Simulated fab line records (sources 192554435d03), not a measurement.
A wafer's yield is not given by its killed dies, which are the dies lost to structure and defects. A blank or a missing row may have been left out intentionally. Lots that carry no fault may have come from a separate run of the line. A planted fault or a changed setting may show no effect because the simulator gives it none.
What tool caused it? :: flow n5_finfet :: 10 lots with 30 wafers sampled at 6 steps, on a route of 1938 steps

WHAT THE GAUGES SHOWED, per wafer
N5_FIN_CUT_CD_MEAS_08: the cd target is 29.1 nm.
lot: L797
measured: day 2 05:19
on: cd_sem-03
cd_nm (nm): 29.27 29.50 28.91

lot: L798
measured: day 2 09:26
on: cd_sem-02
cd_nm (nm): 29.27 29.05 28.99

lot: L799
measured: day 2 14:26
on: cd_sem-03
cd_nm (nm): 29.37 28.94 28.80

lot: L801
measured: day 3 03:48
on: cd_sem-02
cd_nm (nm): 28.82 29.27 28.77

lot: L802
measured: day 3 09:08
on: cd_sem-02
cd_nm (nm): 29.22 29.01 29.23

lot: L803
measured: day 3 19:29
on: cd_sem-02
cd_nm (nm): 28.93 28.97 29.24

lot: L805
measured: day 4 03:23
on: cd_sem-01
cd_nm (nm): 29.05 29.12 29.52

lot: L806
measured: day 4 09:21
on: cd_sem-01
cd_nm (nm): 29.33 28.89 29.04

lot: L808
measured: day 4 20:46
on: cd_sem-02
cd_nm (nm): 28.96 29.02 29.21

lot: L818
measured: day 7 10:38
on: cd_sem-01
cd_nm (nm): 28.89 29.19 29.00

N5_STI_FIN_REVEAL_INSPECT_13: inspects for defects (darkfield).
lot: L797
measured: day 2 15:49
on: defect_inspect-02
raw_defect_count: 19 7 6

lot: L798
measured: day 2 19:19
on: defect_inspect-02
raw_defect_count: 16 13 10

lot: L799
measured: day 3 01:13
on: defect_inspect-01
raw_defect_count: 6 22 21

lot: L801
measured: day 3 13:35
on: defect_inspect-01
raw_defect_count: 12 14 10

lot: L802
measured: day 3 19:10
on: defect_inspect-01
raw_defect_count: 21 15 16

lot: L803
measured: day 4 05:27
on: defect_inspect-01
raw_defect_count: 8 6 9

lot: L805
measured: day 4 13:24
on: defect_inspect-02
raw_defect_count: 13 12 8

lot: L806
measured: day 4 19:41
on: defect_inspect-01
raw_defect_count: 10 10 5

lot: L808
measured: day 5 06:47
on: defect_inspect-02
raw_defect_count: 14 9 7

lot: L818
measured: day 7 20:30
on: defect_inspect-01
raw_defect_count: 304 15 15

N5_DUMMY_GATE_THK_MEAS_05.
lot: L797
measured: day 2 21:52
on: film_metro-01
thk_nm (nm): 70.4 72.1 71.7

lot: L798
measured: day 3 02:51
on: film_metro-02
thk_nm (nm): 72.4 73.2 73.7

lot: L799
measured: day 3 05:46
on: film_metro-01
thk_nm (nm): 71.5 71.7 71.7

lot: L801
measured: day 3 17:47
on: film_metro-02
thk_nm (nm): 72.5 70.2 70.9

lot: L802
measured: day 4 01:10
on: film_metro-01
thk_nm (nm): 72.6 72.4 72.2

lot: L803
measured: day 4 09:38
on: film_metro-01
thk_nm (nm): 73.7 73.7 72.6

lot: L805
measured: day 4 17:35
on: film_metro-02
thk_nm (nm): 73.9 71.5 72.0

lot: L806
measured: day 5 00:08
on: film_metro-01
thk_nm (nm): 71.0 71.4 71.2

lot: L808
measured: day 5 10:59
on: film_metro-01
thk_nm (nm): 71.9 71.9 72.7

lot: L818
measured: day 8 01:12
on: film_metro-02
thk_nm (nm): 72.4 72.8 72.8

N5_BEOL_M4_RC_MEAS_101.
lot: L797
measured: day 7 14:26
on: prober-02
DIBL_N (mV/V): 36.5 36.3 37.5
DIBL_P (mV/V): 36.8 36.4 37.9
IOFF_N (nA/um): 0.157 0.153 0.178
IOFF_P (nA/um): 0.199 0.198 0.220
ION_N (uA/um): 672 673 685
ION_P (uA/um): 464 459 469
SS_N (mV/dec): 71.7 71.1 71.9
SS_P (mV/dec): 72.9 73.6 72.6
VT_N (mV): 250.5 251.6 249.3
VT_P (mV): -252 -250 -250

lot: L798
measured: day 8 08:42
on: prober-01
DIBL_N (mV/V): 35.3 36.7 34.3
DIBL_P (mV/V): 36.5 38.1 35.1
IOFF_N (nA/um): 0.138 0.162 0.116
IOFF_P (nA/um): 0.190 0.215 0.163
ION_N (uA/um): 682 675 674
ION_P (uA/um): 470 464 460
SS_N (mV/dec): 70.8 72.0 70.3
SS_P (mV/dec): 73.2 73.5 72.9
VT_N (mV): 250.0 250.2 257.5
VT_P (mV): -251 -249 -254

lot: L799
measured: day 7 20:34
on: prober-02
DIBL_N (mV/V): 35.9 35.5 35.7
DIBL_P (mV/V): 36.3 36.4 36.2
IOFF_N (nA/um): 0.161 0.155 0.155
IOFF_P (nA/um): 0.233 0.227 0.229
ION_N (uA/um): 680 690 681
ION_P (uA/um): 471 476 472
SS_N (mV/dec): 71.5 70.4 70.8
SS_P (mV/dec): 73.6 72.9 73.7
VT_N (mV): 247.7 246.8 246.7
VT_P (mV): -247 -247 -248

lot: L801
measured: day 9 07:53
on: prober-02
DIBL_N (mV/V): 35.7 37.4 37.0
DIBL_P (mV/V): 36.0 38.4 37.4
IOFF_N (nA/um): 0.144 0.182 0.166
IOFF_P (nA/um): 0.215 0.245 0.222
ION_N (uA/um): 671 678 666
ION_P (uA/um): 463 469 464
SS_N (mV/dec): 71.6 70.9 71.0
SS_P (mV/dec): 73.4 74.0 73.7
VT_N (mV): 251.6 246.6 249.5
VT_P (mV): -249 -247 -248

lot: L802
measured: day 9 14:22
on: prober-02
DIBL_N (mV/V): 37.6 37.2 36.1
DIBL_P (mV/V): 37.0 36.6 35.7
IOFF_N (nA/um): 0.164 0.149 0.144
IOFF_P (nA/um): 0.198 0.181 0.183
ION_N (uA/um): 679 673 674
ION_P (uA/um): 458 457 465
SS_N (mV/dec): 71.6 71.4 71.0
SS_P (mV/dec): 73.7 74.1 73.3
VT_N (mV): 248.7 252.1 251.6
VT_P (mV): -252 -253 -251

lot: L803
measured: day 10 00:17
on: prober-02
DIBL_N (mV/V): 35.7 34.8 33.7
DIBL_P (mV/V): 36.7 35.9 34.1
IOFF_N (nA/um): 0.176 0.147 0.128
IOFF_P (nA/um): 0.239 0.219 0.190
ION_N (uA/um): 682 680 681
ION_P (uA/um): 470 474 467
SS_N (mV/dec): 71.8 70.9 70.7
SS_P (mV/dec): 72.9 74.0 73.0
VT_N (mV): 251.2 250.3 250.1
VT_P (mV): -250 -252 -250

lot: L805
measured: day 10 17:23
on: prober-02
DIBL_N (mV/V): 35.4 36.1 35.5
DIBL_P (mV/V): 35.1 35.5 35.5
IOFF_N (nA/um): 0.155 0.165 0.158
IOFF_P (nA/um): 0.235 0.245 0.257
ION_N (uA/um): 679 683 671
ION_P (uA/um): 473 477 474
SS_N (mV/dec): 71.8 71.8 71.6
SS_P (mV/dec): 73.3 73.4 73.4
VT_N (mV): 247.3 248.0 248.7
VT_P (mV): -246 -244 -244

lot: L806
measured: day 10 08:52
on: prober-01
DIBL_N (mV/V): 37.3 35.2 35.7
DIBL_P (mV/V): 38.1 36.1 36.5
IOFF_N (nA/um): 0.192 0.156 0.164
IOFF_P (nA/um): 0.255 0.230 0.228
ION_N (uA/um): 688 674 676
ION_P (uA/um): 467 461 467
SS_N (mV/dec): 71.8 71.5 71.1
SS_P (mV/dec): 74.0 73.6 72.9
VT_N (mV): 248.3 248.8 248.3
VT_P (mV): -245 -245 -249

lot: L808
measured: day 11 13:34
on: prober-01
DIBL_N (mV/V): 35.5 37.7 35.9
DIBL_P (mV/V): 35.8 37.8 35.3
IOFF_N (nA/um): 0.165 0.204 0.152
IOFF_P (nA/um): 0.222 0.267 0.218
ION_N (uA/um): 687 678 678
ION_P (uA/um): 467 470 469
SS_N (mV/dec): 71.0 71.8 71.9
SS_P (mV/dec): 73.1 73.8 73.3
VT_N (mV): 245.4 246.3 252.4
VT_P (mV): -249 -248 -250

lot: L818
measured: day 13 20:10
on: prober-02
DIBL_N (mV/V): 37.6 37.3 37.2
DIBL_P (mV/V): 36.5 37.1 36.3
IOFF_N (nA/um): 0.155 0.156 0.147
IOFF_P (nA/um): 0.207 0.218 0.203
ION_N (uA/um): 665 680 671
ION_P (uA/um): 457 465 467
SS_N (mV/dec): 71.7 71.6 71.3
SS_P (mV/dec): 72.6 72.3 73.1
VT_N (mV): 250.2 250.3 250.7
VT_P (mV): -250 -249 -249

WHICH TOOL RAN EACH LOT (tool, then ch and the chambers of the sampled wafers, then the start)
lot: L797
N5_FIN_CUT_STRIP_22: rie_diel-06 ch 1,2,3, day 2 06:11
N5_STI_FIN_REVEAL_STRIP_35: wet_bench-06 ch 0,6,7, day 2 15:28

lot: L798
N5_FIN_CUT_STRIP_22: rie_diel-03 ch 0,1,3, day 2 10:19
N5_STI_FIN_REVEAL_STRIP_35: wet_bench-06 ch 0,1,2, day 2 18:59

lot: L799
N5_FIN_CUT_STRIP_22: rie_diel-06 ch 1,3, day 2 15:21
N5_STI_FIN_REVEAL_STRIP_35: wet_bench-06 ch 3,4,5, day 3 00:52

lot: L801
N5_FIN_CUT_STRIP_22: rie_diel-05 ch 0,2,3, day 3 04:43
N5_STI_FIN_REVEAL_STRIP_35: wet_bench-03 ch 2,3,4, day 3 13:14

lot: L802
N5_FIN_CUT_STRIP_22: rie_diel-05 ch 1,2, day 3 10:10
N5_STI_FIN_REVEAL_STRIP_35: wet_bench-05 ch 5,6,7, day 3 18:49

lot: L803
N5_FIN_CUT_STRIP_22: rie_diel-06 ch 0,1,3, day 3 20:33
N5_STI_FIN_REVEAL_STRIP_35: wet_bench-05 ch 1,4,7, day 4 05:05

lot: L805
N5_FIN_CUT_STRIP_22: rie_diel-05 ch 0,3, day 4 04:26
N5_STI_FIN_REVEAL_STRIP_35: wet_bench-06 ch 0,1,7, day 4 13:04

lot: L806
N5_FIN_CUT_STRIP_22: rie_diel-03 ch 1,3, day 4 10:13
N5_STI_FIN_REVEAL_STRIP_35: wet_bench-05 ch 2,5,6, day 4 19:20

lot: L808
N5_FIN_CUT_STRIP_22: rie_diel-03 ch 0,1,3, day 4 21:40
N5_STI_FIN_REVEAL_STRIP_35: wet_bench-06 ch 4,6,7, day 5 06:26

lot: L818
N5_FIN_CUT_STRIP_22: rie_diel-03 ch 1,2, day 7 11:31
N5_STI_FIN_REVEAL_STRIP_35: wet_bench-06 ch 3,4,5, day 7 20:10
- N5_FIN_CUT_STRIP_22: strips in N2/H2.
- N5_STI_FIN_REVEAL_STRIP_35: strips Si3N4 in H3PO4, target depth 4 nm, time 39 s.

AS READ BY THE TOOLS THEMSELVES (means over the sampled wafers that have a number; for cases with no such wafer, the mark the record gives instead)
N5_FIN_CUT_STRIP_22.
lot: L797
tool: rie_diel-06
drypump_motor_current_A (A): 5.6
oes_product_au (a.u.): 0.77
rf_vpp_V (V): 50.7
showerhead_plenum_p_Torr (Torr): 3.31
throttle_valve_pct (%): 18.98

lot: L798
tool: rie_diel-03
drypump_motor_current_A (A): 5.6
oes_product_au (a.u.): 0.79
rf_vpp_V (V): 53.4
showerhead_plenum_p_Torr (Torr): 3.38
throttle_valve_pct (%): 18.89

lot: L799
tool: rie_diel-06
drypump_motor_current_A (A): 5.6
oes_product_au (a.u.): 0.71
rf_vpp_V (V): 53.7
showerhead_plenum_p_Torr (Torr): 3.23
throttle_valve_pct (%): 19.11

lot: L801
tool: rie_diel-05
drypump_motor_current_A (A): 5.4
oes_product_au (a.u.): 0.81
rf_vpp_V (V): 53.4
showerhead_plenum_p_Torr (Torr): 3.38
throttle_valve_pct (%): 18.85

lot: L802
tool: rie_diel-05
drypump_motor_current_A (A): 5.2
oes_product_au (a.u.): 0.91
rf_vpp_V (V): 53.5
showerhead_plenum_p_Torr (Torr): 3.33
throttle_valve_pct (%): 18.63

lot: L803
tool: rie_diel-06
drypump_motor_current_A (A): 5.5
oes_product_au (a.u.): 0.72
rf_vpp_V (V): 53.8
showerhead_plenum_p_Torr (Torr): 3.28
throttle_valve_pct (%): 19.10

lot: L805
tool: rie_diel-05
drypump_motor_current_A (A): 5.1
oes_product_au (a.u.): 0.72
rf_vpp_V (V): 55.2
showerhead_plenum_p_Torr (Torr): 3.35
throttle_valve_pct (%): 18.84

lot: L806
tool: rie_diel-03
drypump_motor_current_A (A): 5.3
oes_product_au (a.u.): 0.84
rf_vpp_V (V): 54.3
showerhead_plenum_p_Torr (Torr): 3.40
throttle_valve_pct (%): 18.85

lot: L808
tool: rie_diel-03
drypump_motor_current_A (A): 5.6
oes_product_au (a.u.): 0.77
rf_vpp_V (V): 54.2
showerhead_plenum_p_Torr (Torr): 3.37
throttle_valve_pct (%): 18.91

lot: L818
tool: rie_diel-03
drypump_motor_current_A (A): 5.3
oes_product_au (a.u.): 0.78
rf_vpp_V (V): 55.0
showerhead_plenum_p_Torr (Torr): 3.41
throttle_valve_pct (%): 18.70

THE ANSWER, worked out from the rows above alone
Rule: what is usual is taken from the lots themselves. The widest of any qualifying gaps counts: lots, ordered by their means at a reading, are off when they make up no more than a third of the lots, leave a main group of 4 or more, and stand apart from it by 3 or more times the standard deviation of that group's means. A main group is skipped when, at the precision printed for the reading in the tables above, its means are all equal. Also off: a lot with no number at a reading for which 4 or more lots have one. The other lots that the step has rows for count as sound. Order of review: gauges by route order, followed by the tools' own readings, for which a lot's mean as printed above is used. The first step at which some lot is off is used, and at that step the reading that is off furthest; a lot without a number counts as furthest.
Off: L818, at N5_STI_FIN_REVEAL_INSPECT_13 (raw_defect_count). The main group: mean 12, standard deviation 3.1.
If a tool, at a process step before that reading, ran all the lots that are off and no sound lot after the first of them, it fits. The gauges at N5_STI_FIN_REVEAL_INSPECT_13 are tried like those tools. Can't be told from this: 3 tools fit, rie_diel-03 at N5_FIN_CUT_STRIP_22, wet_bench-06 at N5_STI_FIN_REVEAL_STRIP_35, defect_inspect-01 at N5_STI_FIN_REVEAL_INSPECT_13.

WHAT THE SIMULATOR HAD INSERTED
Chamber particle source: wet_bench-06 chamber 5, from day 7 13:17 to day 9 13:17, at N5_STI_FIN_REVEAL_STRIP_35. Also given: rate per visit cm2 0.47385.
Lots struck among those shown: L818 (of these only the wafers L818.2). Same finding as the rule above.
